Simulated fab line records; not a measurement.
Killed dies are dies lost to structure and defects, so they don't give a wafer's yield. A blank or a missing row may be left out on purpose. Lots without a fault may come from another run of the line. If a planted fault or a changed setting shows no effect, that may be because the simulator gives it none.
fab line records	flow n5_finfet
[record] lots = 7	wafers = 19	last_day = 18
route steps=1938 shown MOL_CONTACT_COAG@532 BEOL_M4@1111 PASSIVATION@1936
lots that met no fault: from a run of the same line without faults
start_h: hours from the record's opening day to when the first of the lot's shown wafers began	wait_h: hours from the lot's prior step to this one	" identical to the entry in the row above	L1.1+2: several wafers, shown together as one row	- no value, or no start was given	* or withheld: withheld	< > ~ a bound
route shown NAME@n: NAME is a module with steps in the file, n the number in the route of the first one	usual: mean and standard deviation over wafers with no fault	same: alike in all rows	chamber/n: place in a boat	sites: the reading at each site	_std_site: the standard deviation of these	_edge_site: inner sites' mean taken away from outer sites' mean	radius_mm: for every site, how far away it sits from the centre of the wafer	mask NAME#n: copy n	behind: tool/chamber where the wafer was last shaped	hold: reason for holding the lot/hours on hold/outcome of the hold	device: whichever transistor did not switch (one of n, p or np)	end of line: at the end of the route, the tests of the same wafers	a step with no rows: only its recipe	killed: at the first sort, the dies lost to defects and structure; wafer yield is something else	map: a wafer's dies, marking killed ones x, the rest . and places with no die _
set.NAME: the setting the step ran with; set.NAME@STEP: the setting that earlier step ran with	model.NAME: the simulator's own value behind a step, which no gauge read
lots at some steps of the route; a table a step, a row a wafer
services: a tool's chamber out of use, with start hour (start_h, from the record's first day; less than 0 if before it), hours out, and reason
[[steps]]
[step N5_MOL_CONTACT_COAG_ETCH_106]
[recipe] chemistry = N2/H2	target = SOC	target_depth_a = 800	overetch_a = 160	mask_material = SiARC	temp_c = 40	time_s = 120	ion_energy_ev = 200	pressure_mtorr = 30	source_w = 840	bias_w = 150	n2_flow_sccm = 200	h2_flow_sccm = 200
[step N5_MOL_CONTACT_COAG_STRIP_107]
[recipe] chemistry = N2/H2	temp_c = 40	n2_flow_sccm = 200	h2_flow_sccm = 200	rf_frequency_hz = 6e+07
[step N5_MOL_CONTACT_COAG_STRIP_108]
[recipe] chemistry = N2/H2	temp_c = 40	n2_flow_sccm = 200	h2_flow_sccm = 200	rf_frequency_hz = 6e+07
[step N5_MOL_CONTACT_COAG_CONTACT_ETCH_14]
[recipe] chemistry = C4F6/O2	target = SiO2	target_depth_a = 275	overetch_a = 85	mask_material = SOC	pressure_mtorr = 30	source_w = 370	bias_w = 185	Ar_flow_sccm = 300	C4F6_flow_sccm = 16	O2_flow_sccm = 10	time_s = 20	ion_energy_ev = 259.6
[usual] drypump_motor_current_A = 5.9/0.37	oes_product_au = 0.68/0.068	rf_vpp_V = 691.8/3	showerhead_plenum_p_Torr = 2.85/0.084	throttle_valve_pct = 21.22/0.26
lot.wafer	tool	chamber	start_h	wait_h	drypump_motor_current_A	oes_product_au	rf_hours_counter_h	rf_vpp_V	showerhead_plenum_p_Torr	throttle_valve_pct
L897.2	rie_diel-01	0	132.68	0.0	6.0	0.71	83	689.9	2.78	20.85
L897.3	"	2	"	"	6.2	0.61	189	691.7	2.87	21.16
L897.6	"	3	"	"	5.7	0.67	-	688.2	2.78	21.39
L898.1	rie_diel-01	3	141.58	0.0	5.7	0.67	107	688.8	2.78	21.40
L898.3	"	1	"	"	6.0	0.59	216	691.3	2.84	21.24
L898.4	"	2	"	"	6.2	0.61	191	693.7	2.87	21.18
L900.2	rie_diel-04	2	157.73	0.0	5.6	0.64	169	696.2	2.98	21.67
L900.3	"	0	"	"	5.5	0.72	64	690.1	2.81	20.91
L900.5	"	2	"	"	5.6	0.64	-	694.6	2.98	21.67
L908.1	rie_diel-03	0	204.02	0.0	5.1	0.79	9	691.1	2.82	21.09
L908.2	"	3	"	"	5.9	0.64	173	688.6	2.76	21.51
L910.1	rie_diel-04	2	214.04	0.0	5.6	0.64	191	696.0	2.97	21.71
L910.4	"	3	"	"	5.6	0.70	-	698.1	3.05	21.45
L911.3	rie_diel-03	3	219.38	0.0	6.0	0.64	178	688.9	2.76	21.53
L911.4	"	3	"	"	6.0	0.64	-	688.0	2.76	21.52
L911.6	"	1	"	"	6.4	0.76	-	690.7	2.82	20.88
L912.2	rie_diel-03	3	226.60	0.0	5.9	0.64	182	687.4	2.76	21.51
L912.3	"	0	"	"	5.1	0.77	18	690.6	2.81	21.11
L912.5	"	1	"	"	6.4	0.77	-	689.7	2.82	20.89
[step N5_MOL_CONTACT_COAG_STRIP_109]
[recipe] chemistry = C4F6/O2	resist = SiARC	rf_frequency_hz = 6e+07
[step N5_MOL_CONTACT_COAG_ETCH_15]
[recipe] chemistry = CH3F/O2	target = SiNx	target_depth_a = 70	mask_material = SOC	stop_on = Si:P	over_etch_frac = 0.75	ion_energy_ev = 120	pressure_mtorr = 30	source_w = 395	bias_w = 73	Ar_flow_sccm = 150	CH3F_flow_sccm = 30	O2_flow_sccm = 20
[usual] drypump_motor_current_A = 5.8/0.37	oes_product_au = 0.58/0.059	rf_vpp_V = 297.2/2.9	showerhead_plenum_p_Torr = 1.98/0.061	throttle_valve_pct = 16.29/0.25
lot.wafer	tool	chamber	start_h	wait_h	drypump_motor_current_A	oes_product_au	rf_hours_counter_h	rf_vpp_V	showerhead_plenum_p_Torr	throttle_valve_pct
L897.2	rie_diel-01	0	132.71	0.0	6.1	0.61	83	297.5	1.93	15.93
L897.3	"	2	"	"	6.2	0.53	189	296.9	1.99	16.26
L897.6	"	3	"	"	5.7	0.57	-	296.5	1.93	16.44
L898.1	rie_diel-01	3	141.61	0.0	5.7	0.57	107	295.6	1.93	16.44
L898.3	"	1	"	"	6.0	0.51	216	297.5	1.97	16.40
L898.4	"	2	"	"	6.2	0.53	191	299.5	1.99	16.27
L900.2	rie_diel-04	2	157.77	0.0	5.6	0.55	169	298.0	2.08	16.73
L900.3	"	0	"	"	5.5	0.62	64	293.8	1.95	15.98
L900.5	"	2	"	"	5.6	0.55	-	297.5	2.08	16.74
L908.1	rie_diel-03	0	204.05	0.0	5.1	0.68	9	301.0	1.96	16.13
L908.2	"	3	"	"	5.9	0.55	173	294.8	1.91	16.55
L910.1	rie_diel-04	2	214.08	0.0	5.6	0.54	191	298.7	2.07	16.77
L910.4	"	3	"	"	5.7	0.61	-	303.0	2.13	16.43
L911.3	rie_diel-03	3	219.42	0.0	5.9	0.54	178	292.9	1.91	16.57
L911.4	"	3	"	"	5.9	0.55	-	293.1	1.91	16.57
L911.6	"	1	"	"	6.3	0.67	-	295.2	1.96	15.93
L912.2	rie_diel-03	3	226.64	0.0	5.9	0.55	182	293.3	1.91	16.57
L912.3	"	0	"	"	5.0	0.66	18	302.4	1.95	16.14
L912.5	"	1	"	"	6.3	0.66	-	294.9	1.96	15.94
[step N5_MOL_CONTACT_COAG_ETCH_110]
[recipe] chemistry = CF4/O2	target = Si	target_depth_a = 25	time_s = 8	pressure_mtorr = 100	source_w = 200	bias_w = 12	ion_energy_ev = 60	Ar_flow_sccm = 100	cf4_flow_sccm = 100	O2_flow_sccm = 10
[usual] drypump_motor_current_A = 5.8/0.37	oes_product_au = 0.79/0.085	rf_vpp_V = 127.4/1.7	showerhead_plenum_p_Torr = 2.21/0.062	throttle_valve_pct = 10.72/0.28
lot.wafer	tool	chamber	start_h	wait_h	drypump_motor_current_A	oes_product_au	rf_hours_counter_h	rf_vpp_V	showerhead_plenum_p_Torr	throttle_valve_pct
L897.2	rie_diel-01	0	132.77	0.0	6.1	0.85	83	128.2	2.15	10.37
L897.3	"	2	"	"	6.2	0.71	189	129.7	2.21	10.76
L897.6	"	3	"	"	5.7	0.81	-	125.9	2.16	10.83
L898.1	rie_diel-01	3	141.67	0.0	5.7	0.79	107	125.5	2.16	10.84
L898.3	"	1	"	"	6.0	0.70	216	127.6	2.20	10.93
L898.4	"	2	"	"	6.2	0.71	191	129.5	2.21	10.76
L900.2	rie_diel-04	2	157.83	0.0	5.6	0.75	169	128.7	2.30	11.12
L900.3	"	0	"	"	5.5	0.87	64	124.3	2.17	10.40
L900.5	"	2	"	"	5.6	0.76	-	128.7	2.30	11.14
L908.1	rie_diel-03	0	204.11	0.0	5.1	0.94	9	129.2	2.18	10.46
L908.2	"	3	"	"	5.9	0.76	173	125.4	2.14	11.00
L910.1	rie_diel-04	2	214.14	0.0	5.6	0.73	191	127.3	2.30	11.20
L910.4	"	3	"	"	5.7	0.83	-	130.5	2.35	10.69
L911.3	rie_diel-03	3	219.48	0.0	5.9	0.76	178	123.7	2.14	11.01
L911.4	"	3	"	"	5.9	0.76	-	125.3	2.14	11.01
L911.6	"	1	"	"	6.4	0.91	-	125.5	2.18	10.29
L912.2	rie_diel-03	3	226.70	0.0	6.0	0.75	182	124.5	2.14	11.04
L912.3	"	0	"	"	5.0	0.90	18	128.2	2.18	10.49
L912.5	"	1	"	"	6.3	0.90	-	126.9	2.18	10.32
[step N5_MOL_CONTACT_COAG_STRIP_98]
[recipe] chemistry = N2/H2	power_w = 500	temp_c = 40	pressure_mtorr = 50	rf_frequency_hz = 6e+07	overash_fraction = 0.3	bias_power_w = 8	h2_frac = 0.5	n2_flow_sccm = 300	h2_flow_sccm = 300
[step N5_MOL_CONTACT_COAG_CD_MEAS_99]
[recipe] target_cd_nm = 17.2	polarity = opening
[usual] cd_nm = 17.28/0.29
lot.wafer	tool	chamber	start_h	wait_h	cd_nm
L897.2	cd_sem-03	-	132.89	-	17.32
L897.3	"	-	"	"	17.54
L897.6	"	-	"	"	17.18
L898.1	cd_sem-03	-	141.79	-	17.08
L898.3	"	-	"	"	17.60
L898.4	"	-	"	"	17.36
L900.2	cd_sem-02	-	157.95	-	17.36
L900.3	"	-	"	"	16.98
L900.5	"	-	"	"	16.92
L908.1	cd_sem-01	-	204.23	-	17.19
L908.2	"	-	"	"	16.78
L910.1	cd_sem-03	-	214.26	-	17.29
L910.4	"	-	"	"	17.60
L911.3	cd_sem-02	-	219.60	-	17.06
L911.4	"	-	"	"	17.24
L911.6	"	-	"	"	17.12
L912.2	cd_sem-02	-	226.82	-	17.13
L912.3	"	-	"	"	17.87
L912.5	"	-	"	"	17.47
[step N5_MOL_CONTACT_COAG_IMPLANT_129]
[recipe] species = Ge	energy_kev = 3	dose_cm2 = 6e+14	tilt_deg = 0	rotation_deg = 0
[step N5_MOL_CONTACT_COAG_PRECLEAN_111]
[recipe] chemistry = NF3:NH3	afs_cycles = 1	temp_c = 30	time_s = 20	sublimation_temp_c = 180	sublimation_time_s = 60	pressure_torr = 3	rf_power_w = 30
[step N5_MOL_CONTACT_COAG_TI_SIL_19]
[recipe] material = Ti	target_thk_a = 42	temp_c = 200	chamber_pressure_pa = 5	power_w = 5000	time_s = 15
[usual] throttle_valve_pct = 30.1/1
lot.wafer	tool	chamber	start_h	wait_h	throttle_valve_pct
L897.2	pvd_sputter-03	-	134.33	1.0	28.8
L897.3	"	-	"	"	31.4
L897.6	"	-	"	"	30.6
L898.1	pvd_sputter-03	-	142.27	0.2	28.5
L898.3	"	-	"	"	31.1
L898.4	"	-	"	"	30.1
L900.2	pvd_sputter-01	-	158.82	0.6	30.0
L900.3	"	-	"	"	31.7
L900.5	"	-	"	"	31.9
L908.1	pvd_sputter-01	-	206.45	1.5	31.9
L908.2	"	-	"	"	30.0
L910.1	pvd_sputter-03	-	214.77	0.2	31.4
L910.4	"	-	"	"	30.4
L911.3	pvd_sputter-02	-	220.23	0.2	29.5
L911.4	"	-	"	"	30.6
L911.6	"	-	"	"	30.8
L912.2	pvd_sputter-01	-	228.93	0.2	29.6
L912.3	"	-	"	"	30.0
L912.5	"	-	"	"	29.7
[step N5_MOL_CONTACT_COAG_ALD_20]
[recipe] material = TiN	target_thk_a = 15	temp_c = 400	ald_precursor_family = TiCl4	ald_co_reactant = NH3	pulse_time_s = 1	purge_time_s = 3	co_reactant_purge_time_s = 2	co_reactant_pulse_time_s = 2	ald_cycles = 68	pressure_torr = 3
[usual] ald_cycles = 68/0	heater_power_w = 914/110	precursor_pulse_height_rel = 1.002/0.02
lot.wafer	tool	chamber	start_h	wait_h	ald_cycles	heater_power_w	precursor_pulse_height_rel	model.TiN_of_MOL_CONTACT_COAG_ALD_20.thk_nm
L897.2	ald_metal-01	3	134.46	0.1	68	1013	0.957	1.6
L897.3	"	1	"	"	68	1086	0.973	1.6
L897.6	"	3	"	"	68	1006	1.006	1.4
L898.1	ald_metal-02	0	142.39	0.1	68	805	0.996	1.4
L898.3	"	3	"	"	68	788	1.000	1.6
L898.4	"	1	"	"	68	885	1.039	1.6
L900.2	ald_metal-02	1	158.94	0.1	68	901	0.994	1.4
L900.3	"	0	"	"	68	813	1.020	1.4
L900.5	"	0	"	"	68	820	1.025	1.4
L908.1	ald_metal-01	3	206.57	0.1	43	1047	0.970	1
L908.2	"	0	"	"	68	864	1.009	1.4
L910.1	ald_metal-01	2	214.90	0.1	43	1003	0.955	1
L910.4	"	3	"	"	68	965	1.003	1.6
L911.3	ald_metal-01	1	220.35	0.1	68	1101	0.996	1.6
L911.4	"	2	"	"	68	992	0.985	1.6
L911.6	"	1	"	"	43	1090	0.995	1
L912.2	ald_metal-02	2	229.05	0.1	68	823	0.996	1.4
L912.3	"	1	"	"	68	915	1.016	1.4
L912.5	"	3	"	"	68	792	1.029	1.6
[step N5_MOL_CONTACT_COAG_SIL_ANNEAL_21]
[recipe] temp_c = 550	time_s = 60	ambient = N2
[usual] lamp_power_pct = 7.0/1.4	lamp_zone_2_pct = 6.9/1.4	wafer_temp_C_max = 552.1/0.76
lot.wafer	tool	chamber	start_h	wait_h	lamp_power_pct	lamp_zone_2_pct	wafer_temp_C_max
L897.2	rtp_anneal-02	0	134.86	0.2	5.5	5.5	552.2
L897.3	"	0	"	"	5.5	5.5	553.5
L897.6	"	0	"	"	5.5	5.5	554.6
L898.1	rtp_anneal-01	0	142.86	0.3	8.4	8.4	551.4
L898.3	"	0	"	"	8.4	8.4	551.4
L898.4	"	0	"	"	8.4	8.4	551.8
L900.2	rtp_anneal-01	0	159.34	0.2	8.4	8.4	551.2
L900.3	"	0	"	"	8.4	8.4	551.2
L900.5	"	0	"	"	8.4	8.4	551.0
L908.1	rtp_anneal-01	0	206.95	0.2	8.4	8.4	551.7
L908.2	"	0	"	"	8.4	8.4	552.0
L910.1	rtp_anneal-01	0	215.27	0.2	8.4	8.4	550.8
L910.4	"	0	"	"	8.4	8.4	551.4
L911.3	rtp_anneal-02	0	220.92	0.4	5.5	5.5	552.3
L911.4	"	0	"	"	5.5	5.5	553.4
L911.6	"	0	"	"	5.5	5.5	552.2
L912.2	rtp_anneal-02	0	229.60	0.4	5.5	5.5	552.5
L912.3	"	0	"	"	5.5	5.5	553.0
L912.5	"	0	"	"	5.5	5.5	552.3
[step N5_BEOL_M4_RC_MEAS_101]
[usual] DIBL_N = 36.3/1.6	DIBL_P = 36.5/1.6	IOFF_N = 0.163/0.026	IOFF_P = 0.22/0.033	ION_N = 676/9.9	ION_P = 464/6.5	SS_N = 71.5/0.5	SS_P = 73.3/0.64	VT_N = 249.3/2.9	VT_P = -250/3.2
lot.wafer	tool	chamber	start_h	wait_h	DIBL_N[mV/V]	DIBL_P[mV/V]	IOFF_N[nA/um]	IOFF_P[nA/um]	ION_N[uA/um]	ION_P[uA/um]	SS_N[mV/dec]	SS_P[mV/dec]	VT_N[mV]	VT_P[mV]
L898.1	prober-02	0	234.64	0.0	38.6	37.4	0.206	0.25	683	462	72.3	73.8	246.6	-247
L898.3	"	0	"	"	37.5	36.7	0.191	0.25	694	471	71.6	73.3	244.8	-247
L898.4	"	0	"	"	37.9	36.6	0.196	0.24	684	472	72.0	73.9	244.2	-247
L897.2	prober-01	0	235.26	0.2	36.2	37.9	0.166	0.22	676	458	72.0	73.1	248.0	-248
L897.3	"	0	"	"	32.9	33.1	0.108	0.15	653	453	70.8	71.0	254.9	-253
L897.6	"	0	"	"	34.8	35.3	0.141	0.17	670	456	70.8	72.5	248.7	-254
L900.2	prober-01	0	257.92	0.2	35.9	36.6	0.155	0.22	668	465	71.4	73.5	249.2	-248
L900.3	"	0	"	"	36.9	37.0	0.171	0.23	669	461	71.7	73.5	248.5	-246
L900.5	"	0	"	"	35.1	35.6	0.145	0.22	666	462	71.0	73.2	254.2	-248
L908.1	prober-01	0	307.17	0.0	35.5	36.1	0.146	0.24	666	465	71.4	73.5	250.9	-246
L908.2	"	0	"	"	34.7	35.0	0.142	0.22	670	472	71.2	72.6	253.0	-246
L910.1	prober-01	0	309.23	0.0	35.3	35.1	0.138	0.19	666	459	70.7	73.3	252.5	-253
L910.4	"	0	"	"	35.9	36.4	0.150	0.21	681	466	71.1	73.1	249.6	-251
L911.3	prober-01	0	316.60	0.3	34.6	35.1	0.143	0.20	673	466	71.2	73.8	250.6	-251
L911.4	"	0	"	"	35.5	36.2	0.160	0.22	671	470	71.4	73.5	250.8	-247
L911.6	"	0	"	"	35.7	36.6	0.165	0.22	684	473	71.3	73.8	248.6	-250
L912.2	prober-01	0	320.63	0.2	36.4	35.6	0.161	0.23	686	466	72.0	73.8	247.9	-248
L912.3	"	0	"	"	36.5	35.7	0.180	0.24	687	467	71.3	73.3	248.0	-247
L912.5	"	0	"	"	37.7	36.8	0.195	0.25	691	467	72.5	74.8	244.9	-246
[step N5_PASSIVATION_PROBE_49]
[usual] defect_limited_yield = 91.2/1.5	killed_at_M0_to_M3 = 32/9.6	killed_at_M4_up = 13/5.3	killed_at_contacts = 13/6.7	killed_at_front_end = 42/11	killed_at_other = 3.8/2.9	killed_dies = 103/17	killed_open = 67/13	killed_short = 35/7.9	sort_bin_5_function = 5.2/0.94	sort_bin_6_memory = 3.3/0.64	sort_n_pass = 1077/17	sort_yield_pct = 91.2/1.5
[same] gross_dies = 1180	killed_at_back_side = 0	sort_bin_4_leakage[%] = 0	sort_bin_8_speed[%] = 0
lot.wafer	tool	chamber	start_h	wait_h	defect_limited_yield[%]	killed_at_M0_to_M3	killed_at_M4_up	killed_at_contacts	killed_at_front_end	killed_at_other	killed_dies	killed_open	killed_short	sort_bin_5_function[%]	sort_bin_6_memory[%]	sort_n_pass	sort_yield_pct[%]
L898.4	prober-01	-	346.31	0.2	91.5	16	19	3	54	8	100	60	40	4.7	3.6	1080	91.5
L900.2	prober-01	-	367.08	0.1	92.0	39	6	10	34	5	94	56	38	4.7	2.7	1086	92.0
L900.3	prober-01	-	367.13	0.1	91.8	27	11	9	43	7	97	63	31	5.0	3.1	1083	91.8
L900.5	prober-01	-	367.23	0.2	92.4	18	7	10	46	9	90	61	27	4.9	2.5	1090	92.4
// killed by level:class
L898.4 BEOL_M4:geometric_particle:open=12 STI_FIN_REVEAL:geometric_particle:open=10 DUMMY_GATE:geometric_particle:open=8 FIN_SAQP:geometric_particle:open=6 GATE_CUT:geometric_particle:short=5 STARTING-WAFER:geometric_particle:short=5 FIN_SAQP:geometric_particle:short=4 BEOL_M0_SAQP:geometric_particle:short=4
L900.2 BEOL_M3:geometric_particle:open=9 STI_FIN_REVEAL:geometric_particle:open=8 MOL_CONTACT_COAG:geometric_particle:open=8 STI_FIN_REVEAL:geometric_particle:short=5 DUMMY_GATE:geometric_particle:open=5 GATE_CUT:geometric_particle:open=5 BEOL_M0:geometric_particle:short=5 BEOL_M2:geometric_particle:open=5
L900.3 DUMMY_GATE:geometric_particle:open=10 BEOL_M3:geometric_particle:open=10 FIN_SAQP:geometric_particle:short=6 FIN_SAQP:geometric_particle:open=5 STI_FIN_REVEAL:geometric_particle:open=5 MOL_CONTACT_COAG:geometric_particle:open=5 DUMMY_GATE:geometric_particle:short=4 GATE_CUT:geometric_particle:short=4
L900.5 STI_FIN_REVEAL:geometric_particle:open=12 DUMMY_GATE:geometric_particle:open=12 BEOL_M3:geometric_particle:open=8 MOL_CONTACT_COAG:geometric_particle:open=7 FIN_SAQP:geometric_particle:short=5 GATE_CUT:geometric_particle:short=5 BEOL_M4:geometric_particle:open=4 MOL_CONTACT_COAG:geometric_particle:short=3
[[services]]
tool	chamber	start_h	hours	kind
ald_metal-01	-	113.14	0.9	repair
pvd_sputter-03	-	123.26	7.9	repair
rie_diel-03	1	136.58	-	clean
rie_diel-03	1	136.58	-	consumable_replace:focus_ring
rie_diel-03	1	136.58	23.6	scheduled_down
rie_diel-03	1	136.58	23.6	vent_cycle
pvd_sputter-02	-	137.70	5.1	repair
rie_diel-04	1	154.12	31.9	repair
rie_diel-03	0	160.31	-	clean
rie_diel-03	0	160.31	-	consumable_replace:focus_ring
rie_diel-03	0	160.31	19.5	scheduled_down
rie_diel-03	0	160.31	19.5	vent_cycle
ald_metal-02	1	167.20	16.6	repair
rtp_anneal-01	-	172.14	1.0	pm
rie_diel-01	1	203.47	7.2	repair
rie_diel-04	1	209.09	6.8	repair
rie_diel-03	2	212.85	15.3	repair
[[key]]
[first_sign] step = N5_MOL_CONTACT_COAG_ALD_20	reading = ald_cycles	direction = down	sigmas = 99+	usual = *	struck = *
effect none on later readings
[model_effect] step = N5_MOL_CONTACT_COAG_ALD_20	value = TiN_of_MOL_CONTACT_COAG_ALD_20.thk_nm	without = 1.533	struck = 1
met_at N5_MOL_CONTACT_COAG_ALD_20
struck_wafers L908.1,L910.1,L911.6
onset_between 134.46 206.57
[fault] kind = process_parameter_drift	tool = ald_metal-01	chamber = -	onset_h = 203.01	steps = N5_MOL_CONTACT_COAG_ALD_20	channel = ald_cycles	offset = *	shape = step	end_h = 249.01	scope = struck_wafers_only	acts_in = *	stated = *
